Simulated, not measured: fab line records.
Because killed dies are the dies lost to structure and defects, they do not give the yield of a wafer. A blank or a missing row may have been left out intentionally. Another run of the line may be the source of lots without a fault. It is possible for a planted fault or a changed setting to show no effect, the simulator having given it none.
8D (eight disciplines) problem report, filled in by code + flow n5Finfet + the parts of the form that need people (team, actions taken, sign-off) are left out

## 1. THE PROBLEM
etchRfOnTimeS at N5_BEOL_M2_ETCH_69 reads a mean of 16.4 s on 4 wafers of 3 lots; wafers without a fault read 25.9 s with a standard deviation of 0.45. That is -21 standard deviations from the usual mean.
The step: etches SiARC in CF4, target depth 15.6 nm, time 26 s.
First seen on wafer L965.4, day 10 04:36, on rieDiel-06. The record has a number at this step for 25 wafers belonging to 9 lots. Rule for "out" (also "out of limits"): further than 4 standard deviations from the usual mean. The other wafers with a number count as sound.

## 2. WHAT IT IS, WHAT IT ISN'T
| question                    | is                             | is not                                                                    |
|-----------------------------|--------------------------------|---------------------------------------------------------------------------|
| which readings at this step | etchRfOnTimeS                  | drypumpMotorCurrentA, showerheadPlenumPTorr, throttleValvePct             |
| which lots                  | L965, L967, L971               | L951, L952, L953, L954, L960, L974                                        |
| which wafers of those lots  | L965.4, L967.4, L967.5, L971.4 | L965.1, L965.6, L971.3                                                    |
| read on which tools         | rieDiel-06                     | rieDiel-05                                                                |
| when                        | from day 10 04:36              | up to then (17 sound wafers); but 4 sound wafers of L971, L974 came after |

## 3. WHAT RULES OUT EACH SUSPECT
Counting: any tool at a process step up to the reading remains a suspect provided it ran every lot that is out. Sound lots after the first of them don't rule it out here, since some wafers of a struck lot are sound.
- rieDiel-06 at N5_BEOL_M2_DESCUM_33 (chemistry O2, time 7 s): kept. It ran every lot that is out, first L965 (day 10 04:33); its last sound lot up to then is L960 (day 9 07:00).
- rieDiel-06 at N5_BEOL_M2_ETCH_69 (etches SiARC in CF4, target depth 15.6 nm, time 26 s): kept. It ran every lot that is out, first L965 (day 10 04:36); its last sound lot up to then is L960 (day 9 07:03). Its own readings are out on those wafers: etchRfOnTimeS.
What counting leaves: rieDiel-06 at N5_BEOL_M2_DESCUM_33 and rieDiel-06 at N5_BEOL_M2_ETCH_69.

## 4. THE CAUSE (what the simulator had put in)
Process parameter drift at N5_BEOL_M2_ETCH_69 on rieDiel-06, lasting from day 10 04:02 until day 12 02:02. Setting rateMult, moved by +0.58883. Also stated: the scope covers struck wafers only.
After counting, 2 suspects remain, this tool included.

## 5. THE CHAIN OF EFFECTS, in route order
One row per reading whose mean, taken over the struck wafers that have a number, lies over 3 standard deviations from the usual. Readings are gone through only where the record gives a usual standard deviation; hours: the median, over the lots, of the time from a lot's start at the first step in this table giving one to that lot's start at this step; sigmas: the change measured in usual standard deviations.
| hours | step               | reading       | usual  | on struck wafers | change | sigmas |
|-------|--------------------|---------------|--------|------------------|--------|--------|
| 0     | N5_BEOL_M2_ETCH_69 | etchRfOnTimeS | 25.9 s | 16.4             | -9.5   | -21    |
It contains these process steps:
- N5_BEOL_M2_ETCH_69: etches SiARC in CF4, target depth 15.6 nm, time 26 s.
At these later measuring or inspecting steps, every struck wafer for which the step has a row has a number for every such reading, and none has moved that far: N5_BEOL_M4_RC_MEAS_101.

## 6. WHAT WOULD HAVE CAUGHT IT SOONER
In this record the first reading out of limits was taken at day 10 04:36, 1 hour after the fault began at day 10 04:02.
